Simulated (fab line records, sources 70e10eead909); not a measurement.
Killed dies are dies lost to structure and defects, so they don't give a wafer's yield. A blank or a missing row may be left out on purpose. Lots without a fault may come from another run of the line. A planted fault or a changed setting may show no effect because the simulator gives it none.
Which tool did it? | flow nand_harc | 6 lots, 18 wafers sampled, at 5 steps of a route of 1159

WHAT THE GAUGES READ, wafer by wafer
NHARC_END_SORT_01.
lot  | measured     | on        | killed_at_periphery
L960 | day 20 16:56 | prober-01 | 3 0 5
L974 | day 24 07:35 | prober-01 | 0 1 4
L975 | day 25 12:17 | prober-02 | 7 6 7

WHICH TOOL RAN EACH LOT (tool, then ch and the chambers of the sampled wafers, then the start)
lot  | NHARC_A_M1_ECD_22              | NHARC_A_M1_CMP_23             | NHARC_A_M1_PRE_CLEAN_32         | NHARC_A_M1_DEP_33
L954 | ecd_cu-01 ch 0,1, day 18 03:03 | cmp-02 ch 0,1,3, day 18 03:46 | pecvd-02 ch 0,1, day 18 04:17   | pecvd-02 ch 0,1, day 18 04:22
L960 | ecd_cu-01 ch 0,1, day 19 06:35 | cmp-02 ch 0,3, day 19 07:15   | pecvd-02 ch 1,2, day 19 07:48   | pecvd-02 ch 1,2, day 19 07:55
L963 | ecd_cu-01 ch 0,1, day 20 05:12 | cmp-01 ch 0,3, day 20 05:47   | pecvd-02 ch 0,1,2, day 20 06:21 | pecvd-02 ch 0,1,2, day 20 06:31
L970 | ecd_cu-02 ch 0,1, day 21 23:19 | cmp-03 ch 0,1,3, day 22 00:04 | pecvd-01 ch 0,1, day 22 00:35   | pecvd-01 ch 0,1, day 22 00:40
L974 | ecd_cu-01 ch 0,1, day 22 19:52 | cmp-03 ch 0,2,3, day 22 20:37 | pecvd-01 ch 0,2, day 22 21:08   | pecvd-01 ch 0,2, day 22 21:13
L975 | ecd_cu-02 ch 0,1, day 23 22:28 | cmp-03 ch 0,1,2, day 23 23:11 | pecvd-01 ch 1,2, day 23 23:44   | pecvd-01 ch 1,2, day 23 23:50
- NHARC_A_M1_ECD_22: material Cu, target thk 400 nm.
- NHARC_A_M1_CMP_23: polishes, t overpolish 20 s, target thk 154.34 nm.
- NHARC_A_M1_PRE_CLEAN_32: time 12 s.
- NHARC_A_M1_DEP_33: deposits SiCN, target thk 30 nm.

THE ANSWER, worked out from the rows above alone
Rule: what is usual is taken from the lots themselves. Put in order of their means at a reading, lots are off if they are a third of the lots or fewer, leave a main group of 4 or more, and stand apart from it by a gap of 3 or more times the standard deviation of the main group's means; of several such gaps the widest counts. A main group whose means are all the same, to the digits that the tables above print for the reading, isn't used. A lot without any number at a reading at which 4 lots or more have one is off too. The other lots that the step has rows for count as sound.
No lot is off at any reading shown: from this, nothing can be told.

WHAT THE SIMULATOR HAD PUT IN
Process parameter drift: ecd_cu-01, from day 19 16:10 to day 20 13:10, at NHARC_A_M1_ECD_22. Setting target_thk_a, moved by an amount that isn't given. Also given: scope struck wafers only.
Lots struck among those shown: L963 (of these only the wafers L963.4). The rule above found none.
